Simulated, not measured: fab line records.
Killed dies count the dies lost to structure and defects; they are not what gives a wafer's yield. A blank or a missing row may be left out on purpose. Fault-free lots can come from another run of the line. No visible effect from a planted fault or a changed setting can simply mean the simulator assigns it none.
Matching of chambers || flow n5Finfet || 4 sister chambers for N5_GATE_CUT_HM_OPEN_40 on rieDiel-04
The step chemistry C4F6/O2, target SiO2, target depth 139 nm, time 85.1 s. 22 wafers are shown with their chamber, then 11 later ones without.

== WAFERS PAIRED WITH THEIR CHAMBERS ==
{"wafer": "L075.3", "chamber": 3, "drypumpMotorCurrentA (A)": 6.8, "showerheadPlenumPTorr (Torr)": 2.78, "rfVppV (V)": 686}
{"wafer": "L075.4", "chamber": 0, "drypumpMotorCurrentA (A)": 5.3, "showerheadPlenumPTorr (Torr)": 2.93, "rfVppV (V)": 685}
{"wafer": "L075.5", "chamber": 3, "drypumpMotorCurrentA (A)": 6.8, "showerheadPlenumPTorr (Torr)": 2.78, "rfVppV (V)": 688}
{"wafer": "L083.1", "chamber": 0, "drypumpMotorCurrentA (A)": 5.4, "showerheadPlenumPTorr (Torr)": 2.93, "rfVppV (V)": 684}
{"wafer": "L083.4", "chamber": 3, "drypumpMotorCurrentA (A)": 6.7, "showerheadPlenumPTorr (Torr)": 2.78, "rfVppV (V)": 687}
{"wafer": "L083.5", "chamber": 1, "drypumpMotorCurrentA (A)": 4.7, "showerheadPlenumPTorr (Torr)": 2.96, "rfVppV (V)": 676}
{"wafer": "L085.2", "chamber": 0, "drypumpMotorCurrentA (A)": 5.4, "showerheadPlenumPTorr (Torr)": 2.93, "rfVppV (V)": 684}
{"wafer": "L085.4", "chamber": 3, "drypumpMotorCurrentA (A)": 6.7, "showerheadPlenumPTorr (Torr)": 2.77, "rfVppV (V)": 687}
{"wafer": "L085.5", "chamber": 1, "drypumpMotorCurrentA (A)": 4.7, "showerheadPlenumPTorr (Torr)": 2.96, "rfVppV (V)": 674}
{"wafer": "L086.1", "chamber": 0, "drypumpMotorCurrentA (A)": 5.4, "showerheadPlenumPTorr (Torr)": 2.93, "rfVppV (V)": 684}
{"wafer": "L086.3", "chamber": 1, "drypumpMotorCurrentA (A)": 4.7, "showerheadPlenumPTorr (Torr)": 2.96, "rfVppV (V)": 675}
{"wafer": "L086.5", "chamber": 3, "drypumpMotorCurrentA (A)": 6.7, "showerheadPlenumPTorr (Torr)": 2.77, "rfVppV (V)": 688}
{"wafer": "L088.2", "chamber": 2, "drypumpMotorCurrentA (A)": 6.5, "showerheadPlenumPTorr (Torr)": 2.79, "rfVppV (V)": 681}
{"wafer": "L088.5", "chamber": 3, "drypumpMotorCurrentA (A)": 6.8, "showerheadPlenumPTorr (Torr)": 2.77, "rfVppV (V)": 688}
{"wafer": "L088.6", "chamber": 1, "drypumpMotorCurrentA (A)": 4.7, "showerheadPlenumPTorr (Torr)": 2.95, "rfVppV (V)": 676}
{"wafer": "L089.4", "chamber": 3, "drypumpMotorCurrentA (A)": 6.8, "showerheadPlenumPTorr (Torr)": 2.77, "rfVppV (V)": 687}
{"wafer": "L089.5", "chamber": 1, "drypumpMotorCurrentA (A)": 4.7, "showerheadPlenumPTorr (Torr)": 2.95, "rfVppV (V)": 674}
{"wafer": "L089.6", "chamber": 0, "drypumpMotorCurrentA (A)": 5.4, "showerheadPlenumPTorr (Torr)": 2.92, "rfVppV (V)": 684}
{"wafer": "L091.1", "chamber": 0, "drypumpMotorCurrentA (A)": 5.4, "showerheadPlenumPTorr (Torr)": 2.92, "rfVppV (V)": 686}
{"wafer": "L091.2", "chamber": 2, "drypumpMotorCurrentA (A)": 6.5, "showerheadPlenumPTorr (Torr)": 2.79, "rfVppV (V)": 680}
{"wafer": "L091.3", "chamber": 3, "drypumpMotorCurrentA (A)": 6.8, "showerheadPlenumPTorr (Torr)": 2.77, "rfVppV (V)": 687}
{"wafer": "L092.3", "chamber": 3, "drypumpMotorCurrentA (A)": 6.7, "showerheadPlenumPTorr (Torr)": 2.77, "rfVppV (V)": 687}

SIGNATURES, as means of the wafers listed above
{"reading": "drypumpMotorCurrentA", "chamber 0": 5.383, "chamber 1": 4.700, "chamber 2": 6.500, "chamber 3": 6.756, "scatter within a chamber": 0.0412}
{"reading": "showerheadPlenumPTorr", "chamber 0": 2.9267, "chamber 1": 2.9560, "chamber 2": 2.7900, "chamber 3": 2.7733, "scatter within a chamber": 0.00502}
{"reading": "rfVppV", "chamber 0": 684.50, "chamber 1": 675.00, "chamber 2": 680.50, "chamber 3": 687.22, "scatter within a chamber": 0.801}
Rule: distance of a wafer from a chamber = root of the sum over the readings of ((wafer's reading minus chamber's mean) / reading's scatter) squared. The wafer belongs to the nearest chamber; if the next one is less than 2 further off, it can't be placed. The scatter is the square root of a quotient: the sum, over the shown wafers, of each reading's squared deviation from its chamber's mean, divided by wafers minus chambers.

== WAFERS WITHOUT THEIR CHAMBER ==
{"wafer": "L092.5", "drypumpMotorCurrentA (A)": 6.8, "showerheadPlenumPTorr (Torr)": 2.77, "rfVppV (V)": 685}
{"wafer": "L092.6", "drypumpMotorCurrentA (A)": 6.5, "showerheadPlenumPTorr (Torr)": 2.79, "rfVppV (V)": 682}
{"wafer": "L093.2", "drypumpMotorCurrentA (A)": 6.8, "showerheadPlenumPTorr (Torr)": 2.77, "rfVppV (V)": 686}
{"wafer": "L093.5", "drypumpMotorCurrentA (A)": 4.7, "showerheadPlenumPTorr (Torr)": 2.95, "rfVppV (V)": 674}
{"wafer": "L093.6", "drypumpMotorCurrentA (A)": 5.4, "showerheadPlenumPTorr (Torr)": 2.92, "rfVppV (V)": 685}
{"wafer": "L094.1", "drypumpMotorCurrentA (A)": 4.7, "showerheadPlenumPTorr (Torr)": 2.95, "rfVppV (V)": 675}
{"wafer": "L094.4", "drypumpMotorCurrentA (A)": 6.8, "showerheadPlenumPTorr (Torr)": 2.77, "rfVppV (V)": 686}
{"wafer": "L094.6", "drypumpMotorCurrentA (A)": 5.4, "showerheadPlenumPTorr (Torr)": 2.92, "rfVppV (V)": 685}
{"wafer": "L096.2", "drypumpMotorCurrentA (A)": 6.7, "showerheadPlenumPTorr (Torr)": 2.77, "rfVppV (V)": 686}
{"wafer": "L096.4", "drypumpMotorCurrentA (A)": 6.5, "showerheadPlenumPTorr (Torr)": 2.78, "rfVppV (V)": 683}
{"wafer": "L096.6", "drypumpMotorCurrentA (A)": 6.7, "showerheadPlenumPTorr (Torr)": 2.77, "rfVppV (V)": 687}

== THE CHAMBER EACH PASSED THROUGH ==
{"wafer": "L092.5", "from the rows above": 3, "in truth": 3}
{"wafer": "L092.6", "from the rows above": 2, "in truth": 2}
{"wafer": "L093.2", "from the rows above": 3, "in truth": 3}
{"wafer": "L093.5", "from the rows above": 1, "in truth": 1}
{"wafer": "L093.6", "from the rows above": 0, "in truth": 0}
{"wafer": "L094.1", "from the rows above": 1, "in truth": 1}
{"wafer": "L094.4", "from the rows above": 3, "in truth": 3}
{"wafer": "L094.6", "from the rows above": 0, "in truth": 0}
{"wafer": "L096.2", "from the rows above": 3, "in truth": 3}
{"wafer": "L096.4", "from the rows above": 2, "in truth": 2}
{"wafer": "L096.6", "from the rows above": 3, "in truth": 3}
Correctly placed: 11 of 11. From these rows, 0 cannot be placed. Wrongly placed: 0.
